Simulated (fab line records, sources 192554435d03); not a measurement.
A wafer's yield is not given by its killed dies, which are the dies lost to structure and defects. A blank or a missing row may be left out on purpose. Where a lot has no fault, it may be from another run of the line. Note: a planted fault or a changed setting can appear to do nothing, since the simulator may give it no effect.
Split-lot trial :: flow n5Finfet :: on a route of 1938 steps: 7 lots, 21 wafers read

## ON THE SPLIT
At N5_BEOL_M15_TRENCH_ETCH_34 (etches SiO2 in C4F8/O2/Ar, target depth 872.93 nm, time 199 s), the setting timeS was moved away from the recipe's 199 s on 8 of the 21 wafers read, by -19.2% to +20.5%. All remaining wafers had this setting at the recipe value.

## FROM THE SPLIT TO THE READING: what the file shows between them, 7 steps
- N5_BEOL_M15_STRIP_36: strips in O2
- N5_BEOL_M15_ECD_47: material Cu, target thk 1860 nm
- N5_BEOL_M15_ANNEAL_48: time 90 s
- N5_BEOL_M15_CMP_49: polishes, stops on SiO2, t overpolish 4.9 s, target thk 850 nm
- N5_BEOL_M15_THK_MEAS_50: measures by xrf
- N5_BEOL_M15_PRE_CLEAN_52: time 15 s
- N5_BEOL_M15_DEP_53: deposits SiCN from 3MS/NH3, target thk 50 nm, time 17.8 s

## THE READING
M15_RS (ohm/sq), read at N5_BEOL_M15_RS_MEAS_54 with a four-point probe. On this fab line, fault-free wafers typically give 0.0217 ohm/sq with a standard deviation of 0.00051 ohm/sq.

wafer: L075.1
tool, chamber at the split: rieDiel-05, 2
timeS as run, s: 199
against the recipe: recipe
M15_RS, ohm/sq: 0.0214
against lot-mates on the recipe: -

wafer: L075.2
tool, chamber at the split: rieDiel-05, 0
timeS as run, s: 239.8
against the recipe: +20.5%
M15_RS, ohm/sq: 0.0180
against lot-mates on the recipe: -0.0034

wafer: L075.5
tool, chamber at the split: rieDiel-05, 1
timeS as run, s: 239.8
against the recipe: +20.5%
M15_RS, ohm/sq: 0.0183
against lot-mates on the recipe: -0.0031

wafer: L081.1
tool, chamber at the split: rieDiel-02, 2
timeS as run, s: 199
against the recipe: recipe
M15_RS, ohm/sq: 0.0222
against lot-mates on the recipe: -

wafer: L081.2
tool, chamber at the split: rieDiel-02, 3
timeS as run, s: 199
against the recipe: recipe
M15_RS, ohm/sq: 0.0221
against lot-mates on the recipe: -

wafer: L081.5
tool, chamber at the split: rieDiel-02, 2
timeS as run, s: 160.8
against the recipe: -19.2%
M15_RS, ohm/sq: 0.0277
against lot-mates on the recipe: +0.0055

wafer: L084.1
tool, chamber at the split: rieDiel-02, 0
timeS as run, s: 199
against the recipe: recipe
M15_RS, ohm/sq: 0.0218
against lot-mates on the recipe: -

wafer: L084.3
tool, chamber at the split: rieDiel-02, 2
timeS as run, s: 199
against the recipe: recipe
M15_RS, ohm/sq: 0.0226
against lot-mates on the recipe: -

wafer: L084.6
tool, chamber at the split: rieDiel-02, 0
timeS as run, s: 199
against the recipe: recipe
M15_RS, ohm/sq: 0.0217
against lot-mates on the recipe: -

wafer: L089.3
tool, chamber at the split: rieDiel-06, 2
timeS as run, s: 199
against the recipe: recipe
M15_RS, ohm/sq: 0.0209
against lot-mates on the recipe: -

wafer: L089.5
tool, chamber at the split: rieDiel-06, 0
timeS as run, s: 199
against the recipe: recipe
M15_RS, ohm/sq: 0.0218
against lot-mates on the recipe: -

wafer: L089.6
tool, chamber at the split: rieDiel-06, 1
timeS as run, s: 187.1
against the recipe: -6.0%
M15_RS, ohm/sq: 0.0231
against lot-mates on the recipe: +0.0017

wafer: L092.3
tool, chamber at the split: rieDiel-02, 0
timeS as run, s: 218.1
against the recipe: +9.6%
M15_RS, ohm/sq: 0.0198
against lot-mates on the recipe: -0.0024

wafer: L092.4
tool, chamber at the split: rieDiel-02, 1
timeS as run, s: 218.1
against the recipe: +9.6%
M15_RS, ohm/sq: 0.0196
against lot-mates on the recipe: -0.0026

wafer: L092.5
tool, chamber at the split: rieDiel-02, 3
timeS as run, s: 199
against the recipe: recipe
M15_RS, ohm/sq: 0.0222
against lot-mates on the recipe: -

wafer: L094.1
tool, chamber at the split: rieDiel-05, 2
timeS as run, s: 182.9
against the recipe: -8.1%
M15_RS, ohm/sq: 0.0235
against lot-mates on the recipe: +0.0018

wafer: L094.3
tool, chamber at the split: rieDiel-05, 3
timeS as run, s: 182.9
against the recipe: -8.1%
M15_RS, ohm/sq: 0.0246
against lot-mates on the recipe: +0.0029

wafer: L094.6
tool, chamber at the split: rieDiel-05, 0
timeS as run, s: 199
against the recipe: recipe
M15_RS, ohm/sq: 0.0217
against lot-mates on the recipe: -

wafer: L096.1
tool, chamber at the split: rieDiel-06, 1
timeS as run, s: 199
against the recipe: recipe
M15_RS, ohm/sq: 0.0217
against lot-mates on the recipe: -

wafer: L096.3
tool, chamber at the split: rieDiel-06, 2
timeS as run, s: 199
against the recipe: recipe
M15_RS, ohm/sq: 0.0211
against lot-mates on the recipe: -

wafer: L096.6
tool, chamber at the split: rieDiel-06, 2
timeS as run, s: 199
against the recipe: recipe
M15_RS, ohm/sq: 0.0211
against lot-mates on the recipe: -

FIT RESULTS
A straight line over all 21 wafers: M15_RS changes by -0.000225 ohm/sq for each +1% of timeS; r = -0.95; the points scatter about the line by 0.00064 ohm/sq.
The same after taking each lot's own level away (the mean of its wafers on the recipe; 21 wafers): -0.000218 ohm/sq for each +1%; r = -0.96; scatter 0.0006 ohm/sq.
That fit puts the effect of the largest move of timeS on the reading at 0.0045 ohm/sq.
Measured against the standard deviation above, the lots' own levels, which go from 0.02130 to 0.02220 ohm/sq, span 1.8 times it.
Consequently the slope shifts little with the lot-to-lot level, the two slopes agreeing.
Check: -0.00461 ohm/sq against its lot-mates is what the line predicts for one of the wafers moved furthest among these (+20.5%) when that wafer is left out of the fit. Against them it came out at -0.0034 ohm/sq.

## THESE WAFERS: OTHER SPLITS
Other splits were also applied to these wafers ahead of the reading. Each is held against what the fit with the lots' levels taken away leaves over:
other split on the same wafers: N5_BEOL_M12_COAT_58 spinRpm
wafers away from the commonest value: 4
r with M15_RS (lot level and that fit taken away): -0.39

other split on the same wafers: N5_BEOL_M12_PEB_08 pebTimeS
wafers away from the commonest value: 10
r with M15_RS (lot level and that fit taken away): -0.02

other split on the same wafers: N5_BEOL_M12_STRIP_63 h2FlowSccm
wafers away from the commonest value: 8
r with M15_RS (lot level and that fit taken away): +0.46

other split on the same wafers: N5_BEOL_M13_COAT_65 spinRpm
wafers away from the commonest value: 6
r with M15_RS (lot level and that fit taken away): -0.06

other split on the same wafers: N5_BEOL_M14_SPUTTER_43 powerW
wafers away from the commonest value: 3
r with M15_RS (lot level and that fit taken away): +0.01

other split on the same wafers: N5_BEOL_M15_EXPOSE_25 doseMj
wafers away from the commonest value: 7
r with M15_RS (lot level and that fit taken away): +0.05

## THE WHOLE CHAIN: every reading that the file lists as answering this split, in the file's order
step: N5_BEOL_M15_TRENCH_ETCH_34
what it does: etches SiO2 in C4F8/O2/Ar, target depth 872.93 nm, time 199 s
reading: etch.depthNm (the simulator's own value, which no gauge read)
change (the file's fit): +8.45 nm for each +1% of the setting
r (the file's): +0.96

step: N5_BEOL_M15_TRENCH_ETCH_34
what it does: etches SiO2 in C4F8/O2/Ar, target depth 872.93 nm, time 199 s
reading: coat_of_BEOL_M15_COAT_22.thkNm (the simulator's own value, which no gauge read)
change (the file's fit): -1.71 nm for each +1% of the setting
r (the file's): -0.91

step: N5_BEOL_M15_CMP_49
what it does: polishes, stops on SiO2, t overpolish 4.9 s, target thk 850 nm
reading: Cu_of_BEOL_M15_ECD_47.thkNm (the simulator's own value, which no gauge read)
change (the file's fit): +8.41 nm for each +1% of the setting
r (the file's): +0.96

step: N5_BEOL_M15_THK_MEAS_50
what it does: measures by xrf
reading: M15_THK
change (the file's fit): +8.25 for each +1% of the setting
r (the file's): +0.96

step: N5_BEOL_M15_RS_MEAS_54
what it does: measures by four-point-probe
reading: M15_RS
change (the file's fit): -0.000232 for each +1% of the setting
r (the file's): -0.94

## THE FILE'S OWN FIT
M15_RS changes by -0.000232 ohm/sq for each +1% of timeS, r = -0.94.
